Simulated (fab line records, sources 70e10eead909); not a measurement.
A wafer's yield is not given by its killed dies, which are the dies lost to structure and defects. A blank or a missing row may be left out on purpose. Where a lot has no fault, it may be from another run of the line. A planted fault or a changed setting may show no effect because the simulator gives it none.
Comparing a struck lot with a sound one    flow nand-harc    14 steps out of a route of 1302
Sound: the wafers L654.1, L654.4, L654.5. Wafers struck: L666.3, L666.4, L666.5. The cause comes at the end.
Each step with rows lists, per side, the tool, then ch with its chambers, then its first start. Under that, the readings that differ: sound wafers    struck wafers    difference of the means    sigmas: that difference in standard deviations of wafers without a fault.
alike: words and numbers the same on both sides, and readings whose means are apart by under 2 such deviations; not compared: readings that were withheld, readings missing a value for some wafer, numbers with overlapping values and no deviation given by the record, and bounds like >300 which may hide the same value.
The two part at a step that has a row with sigmas, a row that says differs or no value, or rows on one side only. Numbers that have no deviation but don't overlap get no sigmas and don't part them. A reading that every wafer of one side lacks parts them only if that side has two wafers or more.

first, 2 steps without rows for these wafers: NHARC_A_CONTACT_PEB_67 (peb time 65 s); NHARC_A_CONTACT_DEVELOP_68 (develop time 35 s).
NHARC_A_CONTACT_CD_MEAS_69: the cd target is 300 nm.
  sound on cd-sem-02 ch 0, day 22 08:32; struck on cd-sem-01 ch 0, day 26 13:14
  alike: cd-nm
NHARC_A_CONTACT_OVL_MEAS_70:
  sound: overlay-01 at day 22 08:38; struck: overlay-02 at day 26 13:19
reading            sound        struck          difference  sigmas
overlay-x-nm (nm)  0.8 0.6 0.6  -1.9 -1.6 -3.0  -2.8        -3
  alike: overlay-y-nm
NHARC_A_CONTACT_INSPECT_71:
  sound: defect-inspect-02 at day 22 08:41; struck: defect-inspect-01 at day 26 13:21
  alike: raw-defect-count
NHARC_A_CONTACT_DESCUM_74: chemistry O2, time 3 s.
  sound on rie-diel-04 ch 0,1,3, day 22 08:46; struck on rie-diel-04 ch 2,3, day 26 13:25
  alike: drypump-motor-current-A, oes-product-au, rf-vpp-V, showerhead-plenum-p-Torr, throttle-valve-pct
  not compared: rf-hours-counter-h
NHARC_A_CONTACT_ETCH_75: etches the open film in CF4, target depth 39 nm, time 65 s.
  sound on rie-diel-04 ch 0,2,3, day 22 08:50; struck on rie-diel-04 ch 0,3, day 26 13:31
  alike: bias-w, cf4-flow-sccm, drypump-motor-current-A, oes-product-au, rf-fwd-power-W, rf-vpp-V, showerhead-plenum-p-Torr, throttle-valve-pct
  not compared: rf-hours-counter-h
then, 3 steps without rows for these wafers: NHARC_A_CONTACT_ETCH_76 (etches the open film in N2/H2, target depth 260 nm, time 475.3 s); NHARC_A_CONTACT_ETCH_77 (etches the open film in CF4/CHF3, target depth 108.9 nm, time 54.5 s); NHARC_A_CONTACT_ETCH_78 (etches the open film in O2/COS, target depth 5300 nm, time 1378 s).
NHARC_A_CONTACT_ETCH_124: etches the open film in C4F8/O2/Ar, time 140 s, target depth 700 nm.
  sound on har-cap-etch-02 ch 0,1, day 22 10:19; struck on har-cap-etch-01 ch 0,1, day 26 15:42
  alike: chamber-pressure-mTorr, oes-air-line-au
  not compared: rf-hours-counter-h
NHARC_A_CONTACT_ETCH_125: etches the open film in C4F8/O2/Ar, time 197 s, target depth 1918 nm.
  sound on har-cap-etch-02 ch 0,1, day 22 10:31; struck on har-cap-etch-01 ch 0,1, day 26 15:53
  alike: chamber-pressure-mTorr, oes-air-line-au
  not compared: rf-hours-counter-h
NHARC_A_CONTACT_ETCH_126: etches the open film in C4F8/O2/Ar, time 197 s, target depth 1918 nm.
  sound on har-cap-etch-02 ch 0,1, day 22 10:41; struck on har-cap-etch-01 ch 0,1, day 26 16:04
  no value came back on the struck wafers for chamber-pressure-mTorr (mTorr), oes-air-line-au (a.u.), time-s (s); on the sound wafers chamber-pressure-mTorr (mTorr) reads 20.005 19.976 20.023
  not compared: rf-hours-counter-h
NHARC_A_CONTACT_ETCH_127: etches the open film in C4F8/O2/Ar, time 197 s, target depth 1918 nm.
  sound on har-cap-etch-02 ch 0,1, day 22 10:52; struck on har-cap-etch-01 ch 0,1, day 26 16:14
  alike: chamber-pressure-mTorr, oes-air-line-au
  not compared: rf-hours-counter-h

== WHERE THEY PART ==
First at NHARC_A_CONTACT_OVL_MEAS_70; last, within this record, at NHARC_A_CONTACT_ETCH_126. Later steps at which nothing parts them and some readings are alike: NHARC_A_CONTACT_ETCH_127.

WHY: the cause the simulator had injected
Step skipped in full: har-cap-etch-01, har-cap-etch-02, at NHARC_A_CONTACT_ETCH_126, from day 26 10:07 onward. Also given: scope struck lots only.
